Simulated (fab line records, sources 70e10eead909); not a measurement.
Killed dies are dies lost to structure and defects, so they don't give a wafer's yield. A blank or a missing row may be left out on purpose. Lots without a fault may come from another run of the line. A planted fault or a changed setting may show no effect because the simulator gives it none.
fab line records | flow nand_harc
record lots=24 wafers=72 last_day=33
route steps=1302 shown P_BONDPAD@374 A_ZERO_WELL@403 A_ONON_D1@425 A_CHANNEL_HOLE_D1@451 A_CHANNEL_FILL_D1@493
lots that met no fault: from a run of the same line without faults
start_h: hours from the record's first day to the start of the lot's first wafer shown | wait_h: hours since the lot's step before | " the same as in the row above | L1.1+2: a row that stands for several wafers | - no value, or no start given | * or withheld: withheld | < > ~ a bound
route shown NAME@n: a module of which the file shows steps, and the number in the route of the first | usual: mean/standard deviation of fault-free wafers | same: alike in all rows | chamber/n: place in a boat | sites: the reading at each site | _std_site: their standard deviation | _edge_site: outer sites' mean less inner sites' | radius_mm: how far each site lies from the wafer's centre | mask NAME#n: copy n | behind: the tool/chamber that last shaped the wafer | hold: why the lot was held/for how many hours/how that ended | device: the transistor (n, p or np) that didn't switch | end of line: the same wafers' tests at the end of the route | a step without rows: its recipe alone | killed: dies lost to structure and defects at the first sort, not the wafer's yield | map: a wafer's dies, x killed, . not, _ none there
set.NAME: the setting as run; set.NAME@STEP: as run at that earlier step | model.NAME: the simulator's own value behind a step, which no gauge read
steps of the route over a sample of lots; a table a step, a row a wafer
services: from which hour (start_h, from the record's first day; less than 0 if before it) a tool's chamber was out of use, for how many hours, and why
## steps
# step NHARC_P_BONDPAD_DEGAS_25
# recipe temp_c=300 time_s=60
# usual heater_power_w=459/44
# columns lot.wafer tool chamber start_h wait_h heater_power_w
L074.1 pvd_sputter-03 - 138.35 - 501
L074.5 " - " " 460
L074.6 " - " " 480
L075.3 pvd_sputter-01 - 139.62 - 457
L075.1 " - " " 410
L075.4 " - " " 405
L077.2 pvd_sputter-03 - 164.61 - 474
L077.1 " - " " 473
L077.6 " - " " 488
L076.3 pvd_sputter-01 - 166.70 - 410
L076.1 " - " " 414
L076.5 " - " " 450
L078.4 pvd_sputter-02 - 178.21 - 495
L078.2 " - " " 510
L078.5 " - " " 525
L079.3 pvd_sputter-01 - 187.16 - 438
L079.6 " - " " 405
L079.5 " - " " 452
L080.4 pvd_sputter-01 - 192.42 - 410
L080.1 " - " " 367
L080.5 " - " " 407
L081.4 pvd_sputter-02 - 210.71 - 421
L081.3 " - " " 493
L081.5 " - " " 478
L082.3 pvd_sputter-03 - 211.06 - 501
L082.1 " - " " 486
L082.6 " - " " 516
L083.1 pvd_sputter-03 - 224.70 - 507
L083.4 " - " " 501
L083.5 " - " " 512
L084.3 pvd_sputter-03 - 236.69 - 479
L084.4 " - " " 522
L084.6 " - " " 496
L085.3 pvd_sputter-02 - 243.75 - 507
L085.5 " - " " 499
L085.6 " - " " 511
L086.4 pvd_sputter-02 - 255.35 - 513
L086.2 " - " " 497
L086.5 " - " " 505
L087.2 pvd_sputter-02 - 265.94 - 448
L087.5 " - " " 467
L087.6 " - " " 428
L088.4 pvd_sputter-01 - 280.16 - 462
L088.5 " - " " 448
L088.6 " - " " 478
L089.4 pvd_sputter-03 - 291.04 - 476
L089.5 " - " " 518
L089.6 " - " " 493
L090.2 pvd_sputter-02 - 304.92 - 491
L090.4 " - " " 505
L090.5 " - " " 430
L091.2 pvd_sputter-01 - 307.17 - 486
L091.3 " - " " 406
L091.5 " - " " 428
L092.3 pvd_sputter-01 - 314.17 - 367
L092.6 " - " " 408
L092.5 " - " " 369
L093.1 pvd_sputter-01 - 325.53 - 450
L093.6 " - " " 448
L093.5 " - " " 475
L094.2 pvd_sputter-01 - 331.39 - 421
L094.4 " - " " 421
L094.6 " - " " 486
L095.3 pvd_sputter-03 - 354.78 - 507
L095.5 " - " " 501
L095.6 " - " " 510
L096.3 pvd_sputter-01 - 358.73 - 413
L096.2 " - " " 446
L096.5 " - " " 417
L097.2 pvd_sputter-02 - 361.92 - 489
L097.3 " - " " 424
L097.5 " - " " 489
# step NHARC_P_BONDPAD_ANNEAL_28
# recipe temp_c=225 time_s=90
# usual wafer_temp_C_max=225.9/0.37
# columns lot.wafer tool chamber start_h wait_h wafer_temp_C_max
L074.1 rtp_anneal-02 0 139.07 - 226.3
L074.5 " 0 " " 226.1
L074.6 " 0 " " 225.8
L075.1 rtp_anneal-01 0 140.36 - 225.3
L075.3 " 0 " " 225.4
L075.4 " 0 " " 225.5
L077.1 rtp_anneal-02 0 165.34 - 225.8
L077.2 " 0 " " 226.1
L077.6 " 0 " " 226.6
L076.1 rtp_anneal-01 0 167.44 0.3 225.5
L076.3 " 0 " " 225.3
L076.5 " 0 " " 225.4
L078.2 rtp_anneal-01 0 179.00 - 225.3
L078.4 " 0 " " 225.6
L078.5 " 0 " " 225.5
L079.3 rtp_anneal-02 0 188.00 0.3 225.8
L079.5 " 0 " " 226.1
L079.6 " 0 " " 226.3
L080.1 rtp_anneal-02 0 193.14 - 226.5
L080.4 " 0 " " 226.2
L080.5 " 0 " " 226.1
L081.3 rtp_anneal-02 0 211.54 0.3 226.2
L081.4 " 0 " " 226.4
L081.5 " 0 " " 226.3
L082.1 rtp_anneal-01 0 211.79 - 225.8
L082.3 " 0 " " 225.9
L082.6 " 0 " " 225.6
L083.1 rtp_anneal-01 0 225.46 - 225.5
L083.4 " 0 " " 225.4
L083.5 " 0 " " 225.5
L084.3 rtp_anneal-02 0 237.54 - 226.1
L084.4 " 0 " " 226.6
L084.6 " 0 " " 225.9
L085.3 rtp_anneal-02 0 244.62 0.3 226.1
L085.5 " 0 " " 226.1
L085.6 " 0 " " 226.5
L086.2 rtp_anneal-02 0 256.15 0.4 225.9
L086.4 " 0 " " 226.2
L086.5 " 0 " " 225.9
L087.2 rtp_anneal-01 0 266.74 0.3 225.4
L087.5 " 0 " " 225.5
L087.6 " 0 " " 225.6
L088.4 rtp_anneal-01 0 281.05 - 225.2
L088.5 " 0 " " 225.3
L088.6 " 0 " " 225.6
L089.4 rtp_anneal-02 0 291.95 - 226.2
L089.5 " 0 " " 226.1
L089.6 " 0 " " 225.9
L090.2 rtp_anneal-01 0 305.71 0.4 225.4
L090.4 " 0 " " 225.4
L090.5 " 0 " " 225.7
L091.2 rtp_anneal-02 0 307.96 - 226.4
L091.3 " 0 " " 226.0
L091.5 " 0 " " 226.1
L092.3 rtp_anneal-02 0 315.03 0.3 226.0
L092.5 " 0 " " 225.9
L092.6 " 0 " " 226.0
L093.1 rtp_anneal-01 0 326.27 - 225.5
L093.5 " 0 " " 225.6
L093.6 " 0 " " 225.4
L094.2 rtp_anneal-02 0 332.18 - 226.2
L094.4 " 0 " " 226.1
L094.6 " 0 " " 225.9
L095.3 rtp_anneal-02 0 355.62 - 226.0
L095.5 " 0 " " 226.2
L095.6 " 0 " " 226.0
L096.2 rtp_anneal-01 0 359.52 0.4 225.6
L096.3 " 0 " " 225.8
L096.5 " 0 " " 225.5
L097.2 rtp_anneal-02 0 362.71 0.3 226.0
L097.3 " 0 " " 226.2
L097.5 " 0 " " 226.0
# step NHARC_A_ZERO_WELL_DESCUM_12
# recipe time_s=3 o2_flow_sccm=200 ar_flow_sccm=0 bias_power_w=0 chemistry=O2
# usual drypump_motor_current_A=6.0/0.34 oes_product_au=1.000/0.007 rf_vpp_V=57.9/0.84 showerhead_plenum_p_Torr=1.93/0.092 throttle_valve_pct=11.312/0.0084
# columns lot.wafer tool chamber start_h wait_h drypump_motor_current_A oes_product_au rf_hours_counter_h rf_vpp_V showerhead_plenum_p_Torr throttle_valve_pct
L074.1 rie_diel-04 1 141.44 - 5.9 1.005 4 58.7 2.07 11.324
L074.5 " 2 " " 5.8 1.018 - 57.2 1.91 11.311
L074.6 " 3 " " 5.6 1.002 - 57.7 2.02 11.319
L075.1 rie_diel-04 0 142.69 - 6.5 0.999 5 58.4 1.80 11.306
L075.4 " 1 " " 5.9 0.995 4 58.6 2.07 11.308
L075.3 " 2 " " 5.9 1.003 3 56.8 1.91 11.317
L077.1 rie_diel-10 2 167.71 - 6.3 0.994 14 57.5 1.91 11.294
L077.2 " 1 " " 5.7 1.002 16 57.3 1.89 11.319
L077.6 " 3 " " 5.8 0.993 - 57.5 1.88 11.322
L076.1 rie_diel-04 0 169.79 - 6.6 0.992 6 56.9 1.80 11.304
L076.3 " 1 " " 6.0 0.996 5 58.2 2.07 11.316
L076.5 " 3 " " 5.6 0.989 - 58.5 2.02 11.314
L078.2 rie_diel-10 0 181.32 - 6.1 1.000 21 58.0 1.98 11.301
L078.4 " 1 " " 5.7 1.008 - 57.9 1.89 11.313
L078.5 " 2 " " 6.2 0.992 - 57.9 1.91 11.319
L079.3 rie_diel-04 2 190.24 - 5.8 1.001 0 59.6 1.91 11.319
L079.5 " 2 " " 5.9 1.001 - 57.5 1.91 11.311
L079.6 " 3 " " 5.6 1.003 - 58.2 2.02 11.323
L080.1 rie_diel-04 1 195.64 - 5.9 1.007 1 56.8 2.07 11.320
L080.4 " 0 " " 6.5 1.007 - 56.3 1.80 11.294
L080.5 " 1 " " 5.9 1.004 - 58.6 2.07 11.316
L081.3 rie_diel-10 1 213.79 - 5.7 0.998 22 58.1 1.89 11.331
L081.4 " 1 " " 5.7 1.007 - 58.6 1.89 11.309
L081.5 " 0 " " 6.2 1.014 - 57.8 1.97 11.317
L082.1 rie_diel-10 0 214.15 - 6.2 1.005 25 58.9 1.97 11.319
L082.3 " 1 " " 5.6 1.002 22 56.9 1.89 11.306
L082.6 " 1 " " 5.6 1.011 - 58.6 1.89 11.310
L083.1 rie_diel-04 0 227.81 - 6.5 1.001 1 58.6 1.80 11.324
L083.4 " 3 " " 5.6 1.002 1 59.5 2.02 11.296
L083.5 " 0 " " 6.5 1.000 - 57.2 1.80 11.319
L084.4 rie_diel-04 1 239.80 - 5.9 1.007 2 57.3 2.07 11.304
L084.3 " 2 " " 5.9 0.997 1 58.0 1.91 11.310
L084.6 " 0 " " 6.6 0.982 - 57.1 1.80 11.307
L085.3 rie_diel-04 2 246.90 - 5.8 0.989 2 57.6 1.91 11.318
L085.5 " 0 " " 6.6 0.986 - 56.6 1.80 11.322
L085.6 " 1 " " 5.9 0.998 - 58.0 2.07 11.310
L086.4 rie_diel-04 3 258.42 - 5.6 0.995 2 58.4 2.02 11.303
L086.2 " 1 " " 5.9 0.993 2 57.1 2.07 11.320
L086.5 " 3 " " 5.6 1.001 - 59.8 2.02 11.314
L087.2 rie_diel-04 1 268.92 - 5.9 0.994 3 58.8 2.07 11.298
L087.5 " 0 " " 6.6 1.007 - 57.3 1.80 11.313
L087.6 " 1 " " 5.9 0.997 - 56.5 2.07 11.321
L088.4 rie_diel-04 1 283.30 - 5.9 0.997 3 57.4 2.07 11.320
L088.5 " 0 " " 6.6 1.003 - 58.5 1.80 11.311
L088.6 " 1 " " 5.9 0.997 - 57.7 2.07 11.308
L089.4 rie_diel-10 3 294.14 - 5.8 1.015 9 57.7 1.87 11.316
L089.6 " 1 " " 5.7 0.998 - 57.4 1.89 11.311
L089.5 " 2 " " 6.2 1.009 - 58.2 1.90 11.293
L090.4 rie_diel-04 2 307.93 - 5.9 0.999 3 58.0 1.91 11.303
L090.2 " 3 " " 5.6 1.011 3 57.9 2.02 11.309
L090.5 " 3 " " 5.6 1.012 - 59.1 2.02 11.317
L091.3 rie_diel-10 2 310.36 - 6.2 1.000 10 59.6 1.90 11.287
L091.2 " 3 " " 5.8 1.006 10 56.3 1.87 11.305
L091.5 " 0 " " 6.2 1.005 - 58.3 1.97 11.301
L092.3 rie_diel-04 1 317.33 - 5.9 0.999 4 57.3 2.07 11.310
L092.6 " 3 " " 5.6 1.001 - 59.2 2.02 11.318
L092.5 " 0 " " 6.5 0.993 - 57.7 1.80 11.307
L093.1 rie_diel-13 2 328.63 - 6.0 0.996 52 57.2 1.93 11.315
L093.6 " 1 " " 6.4 1.000 - 57.7 1.78 11.318
L093.5 " 2 " " 6.0 0.992 - 58.6 1.93 11.330
L094.2 rie_diel-04 0 334.47 - 6.5 0.994 4 56.9 1.80 11.311
L094.4 " 3 " " 5.6 1.002 - 57.3 2.02 11.295
L094.6 " 0 " " 6.5 1.000 - 56.2 1.80 11.313
L095.3 rie_diel-13 2 357.73 - 6.0 1.002 2 57.7 1.93 11.308
L095.5 " 1 " " 6.4 0.995 - 57.5 1.78 11.299
L095.6 " 2 " " 6.0 0.990 - 56.3 1.93 11.302
L096.2 rie_diel-10 1 361.67 - 5.7 1.000 17 58.5 1.88 11.309
L096.3 " 3 " " 5.8 0.993 17 56.0 1.87 11.310
L096.5 " 2 " " 6.2 0.996 - 58.1 1.90 11.310
L097.2 rie_diel-04 3 365.02 - 5.6 1.006 0 59.0 2.02 11.308
L097.3 " 0 " " 6.6 1.006 0 58.0 1.80 11.322
L097.5 " 3 " " 5.6 1.006 - 57.4 2.02 11.309
# step NHARC_A_ONON_D1_THK_MEAS_02
# recipe thk_meas_gauge=ellipsometry
# usual thk_nm=1001/10
# columns lot.wafer tool chamber start_h wait_h thk_nm
L075.1 film_metro-02 - 163.00 - 1001
L075.3 " - " " 1000
L075.4 " - " " 998
L074.1 film_metro-02 - 163.28 - 1015
L074.5 " - " " 1015
L074.6 " - " " 1015
L077.1 film_metro-02 - 191.19 - 1010
L077.2 " - " " 1008
L077.6 " - " " 1009
L076.1 film_metro-01 - 191.21 - 1007
L076.3 " - " " 1005
L076.5 " - " " 1007
L078.2 film_metro-01 - 204.67 - 1004
L078.4 " - " " 1005
L078.5 " - " " 1004
L079.3 film_metro-01 - 212.37 - 1017
L079.5 " - " " 1016
L079.6 " - " " 1018
L080.1 film_metro-02 - 219.87 - 987
L080.4 " - " " 989
L080.5 " - " " 989
L082.1 film_metro-01 - 236.09 - 1021
L082.3 " - " " 1020
L082.6 " - " " 1018
L081.3 film_metro-02 - 236.10 - 1000
L081.4 " - " " 999
L081.5 " - " " 1000
L083.1 film_metro-02 - 252.39 - 995
L083.4 " - " " 996
L083.5 " - " " 995
L084.3 film_metro-01 - 261.57 - 978
L084.4 " - " " 980
L084.6 " - " " 981
L085.3 film_metro-02 - 270.75 - 1004
L085.5 " - " " 1004
L085.6 " - " " 1006
L086.2 film_metro-02 - 280.25 - 988
L086.4 " - " " 987
L086.5 " - " " 988
L087.2 film_metro-01 - 290.16 - 997
L087.5 " - " " 998
L087.6 " - " " 998
L088.4 film_metro-02 - 305.60 - 1000
L088.5 " - " " 999
L088.6 " - " " 999
L089.4 film_metro-01 - 318.12 - 1011
L089.5 " - " " 1011
L089.6 " - " " 1013
L091.2 film_metro-02 - 331.68 - 986
L091.3 " - " " 988
L091.5 " - " " 986
L090.2 film_metro-01 - 331.68 - 989
L090.4 " - " " 989
L090.5 " - " " 988
L092.3 film_metro-01 - 340.25 - 1000
L092.5 " - " " 998
L092.6 " - " " 998
L093.1 film_metro-01 - 350.99 - 1005
L093.5 " - " " 1005
L093.6 " - " " 1005
L094.2 film_metro-02 - 358.62 - 1006
L094.4 " - " " 1006
L094.6 " - " " 1005
L095.3 film_metro-01 - 380.53 - 1008
L095.5 " - " " 1008
L095.6 " - " " 1008
L096.2 film_metro-01 - 384.41 - 991
L096.3 " - " " 995
L096.5 " - " " 993
L097.2 film_metro-01 - 384.41 - 1003
L097.3 " - " " 1003
L097.5 " - " " 1003
# step NHARC_A_CHANNEL_HOLE_D1_DEP_01
# recipe target_thk_a=1400 target_thk_nm=140 temp_c=400 pressure_torr=3.5 flow_sccm=200 rf_w=350 material=SiON
# usual heater_power_w=770/110
# columns lot.wafer tool chamber start_h wait_h heater_power_w
L075.3 pecvd-04 0 178.89 1.0 728
L075.1 " 1 " " 601
L075.4 " 2 " " 720
L074.1 pecvd-03 1 180.43 1.6 627
L074.5 " 1 " " 635
L074.6 " 2 " " 916
L077.1 pecvd-03 2 208.79 1.6 798
L077.2 " 0 " " 831
L077.6 " 1 " " 764
L076.3 pecvd-03 0 208.97 1.2 935
L076.1 " 1 " " 779
L076.5 " 1 " " 641
L078.2 pecvd-04 1 219.50 1.3 495
L078.5 " 1 " " 517
L078.4 " 2 " " 776
L079.3 pecvd-04 1 229.99 1.0 517
L079.5 " 1 " " 522
L079.6 " 2 " " 715
L080.1 pecvd-04 1 236.42 1.7 576
L080.4 " 0 " " 709
L080.5 " 1 " " 589
L081.3 pecvd-03 1 256.51 1.0 761
L081.4 " 2 " " 810
L081.5 " 1 " " 737
L082.3 pecvd-01 2 256.90 1.0 712
L082.1 " 0 " " 899
L082.6 " 0 " " 918
L083.1 pecvd-03 1 274.42 1.7 765
L083.5 " 2 " " 854
L083.4 " 0 " " 786
L084.3 pecvd-01 2 279.79 1.0 653
L084.6 " 2 " " 655
L084.4 " 0 " " 918
L085.3 pecvd-01 0 286.10 1.0 888
L085.6 " 2 " " 625
L085.5 " 1 " " 914
L086.2 pecvd-03 2 295.64 1.3 791
L086.5 " 1 " " 657
L086.4 " 2 " " 776
L087.2 pecvd-03 1 312.12 1.4 745
L087.6 " 1 " " 751
L087.5 " 2 " " 842
L088.4 pecvd-04 0 320.94 0.9 741
L088.6 " 1 " " 608
L088.5 " 2 " " 717
L089.4 pecvd-03 2 336.68 0.8 808
L089.5 " 0 " " 770
L089.6 " 2 " " 812
L091.2 pecvd-01 0 346.88 1.3 890
L091.3 " 2 " " 710
L091.5 " 0 " " 904
L090.2 pecvd-03 0 346.97 1.4 790
L090.4 " 0 " " 788
L090.5 " 0 " " 810
L092.3 pecvd-04 1 356.45 1.0 486
L092.6 " 2 " " 735
L092.5 " 0 " " 666
L093.1 pecvd-01 2 366.10 1.6 612
L093.6 " 2 " " 605
L093.5 " 0 " " 907
L094.2 pecvd-01 2 378.29 1.3 692
L094.4 " 2 " " 724
L094.6 " 2 " " 724
L095.3 pecvd-03 0 395.11 1.0 934
L095.5 " 2 " " 868
L095.6 " 0 " " 923
L097.3 pecvd-01 0 402.70 1.0 925
L097.2 " 1 " " 915
L097.5 " 1 " " 927
L096.3 pecvd-04 0 403.09 1.0 716
L096.2 " 1 " " 575
L096.5 " 2 " " 708
# step NHARC_A_CHANNEL_FILL_D1_ALD_03
# recipe target_thk_a=60 pulse_time_s=60 ald_cycles=58 temp_c=630 pressure_torr=2 material=SiNx
# usual precursor_pulse_height_rel=1.001/0.022
# columns lot.wafer tool chamber start_h wait_h precursor_pulse_height_rel
L075.1 ald_sin_batch-01 0 - - 0.992
L075.3 " 0 " " 1.024
L075.4 " 0 " " 1.027
L074.1 ald_sin_batch-03 0 - - 0.989
L074.5 " 0 " " 0.995
L074.6 " 0 " " 0.972
L076.1 ald_sin_batch-03 0 - - 0.982
L076.3 " 0 " " 1.053
L076.5 " 0 " " 1.020
L077.1 ald_sin_batch-03 0 - - 1.008
L077.2 " 0 " " 0.989
L077.6 " 0 " " 1.032
L078.2 ald_sin_batch-03 0 - - 0.985
L078.4 " 0 " " 1.023
L078.5 " 0 " " 0.997
L079.3 ald_sin_batch-03 0 - - 0.989
L079.5 " 0 " " 1.002
L079.6 " 0 " " 1.000
L080.1 ald_sin_batch-03 0 - - 0.995
L080.4 " 0 " " 0.988
L080.5 " 0 " " 0.975
L081.3 ald_sin_batch-01 0 - - 0.981
L081.4 " 0 " " 1.020
L081.5 " 0 " " 1.003
L082.1 ald_sin_batch-01 0 - - 0.979
L082.3 " 0 " " 1.007
L082.6 " 0 " " 0.989
L083.1 ald_sin_batch-01 0 - - 1.002
L083.4 " 0 " " 0.993
L083.5 " 0 " " 1.032
L084.3 ald_sin_batch-01 0 - - 1.012
L084.4 " 0 " " 0.970
L084.6 " 0 " " 1.008
L085.3 ald_sin_batch-02 0 - - 0.999
L085.5 " 0 " " 1.028
L085.6 " 0 " " 0.999
L086.2 ald_sin_batch-03 0 - - 0.989
L086.4 " 0 " " 1.018
L086.5 " 0 " " 1.019
L087.2 ald_sin_batch-02 0 - - 0.972
L087.5 " 0 " " 0.971
L087.6 " 0 " " 1.000
L088.4 ald_sin_batch-02 0 - - 1.044
L088.5 " 0 " " 1.025
L088.6 " 0 " " 0.986
L089.4 ald_sin_batch-01 0 - - 1.012
L089.5 " 0 " " 0.983
L089.6 " 0 " " 1.005
L091.2 ald_sin_batch-01 0 - - 1.000
L091.3 " 0 " " 1.025
L091.5 " 0 " " 1.013
L090.2 ald_sin_batch-01 0 - - 0.987
L090.4 " 0 " " 1.002
L090.5 " 0 " " 1.046
L092.3 ald_sin_batch-03 0 - - 1.013
L092.5 " 0 " " 0.983
L092.6 " 0 " " 0.972
L093.1 ald_sin_batch-03 0 - - 1.038
L093.5 " 0 " " 1.016
L093.6 " 0 " " 0.955
L094.2 ald_sin_batch-03 0 - - 0.966
L094.4 " 0 " " 1.018
L094.6 " 0 " " 1.012
L095.3 ald_sin_batch-02 0 - - 1.002
L095.5 " 0 " " 0.984
L095.6 " 0 " " 0.984
L096.2 ald_sin_batch-01 0 - - 1.059
L096.3 " 0 " " 0.994
L096.5 " 0 " " 0.958
L097.2 ald_sin_batch-01 0 - - 1.027
L097.3 " 0 " " 1.014
L097.5 " 0 " " 0.978
## services
# columns tool chamber start_h hours kind
pecvd-01 - 130.00 13.0 pm
pecvd-04 - 137.38 2.8 repair
rie_diel-10 3 141.71 6.4 repair
pecvd-03 - 151.25 0.9 repair
pecvd-01 2 152.72 11.4 repair
pecvd-04 - 155.05 1.4 repair
rie_diel-10 3 176.46 43.7 repair
pvd_sputter-03 - 177.59 10.0 pm
rie_diel-04 - 177.90 9.0 pm
pecvd-03 - 185.00 13.0 pm
pvd_sputter-03 - 188.46 6.7 repair
pecvd-03 - 216.83 0.7 repair
pecvd-01 1 221.88 6.7 repair
pvd_sputter-01 - 223.88 3.4 repair
pecvd-03 2 281.61 2.9 repair
pvd_sputter-01 - 288.30 2.2 repair
rie_diel-04 3 303.00 3.0 repair
rie_diel-04 0 321.61 1.9 repair
pecvd-03 1 324.56 29.7 repair
rie_diel-04 2 331.50 10.7 repair
rie_diel-04 - 354.90 9.0 pm
pecvd-03 - 366.00 13.0 pm
rtp_anneal-01 - 372.00 12.0 pm
pvd_sputter-01 - 405.27 10.0 pm
## key
fault none
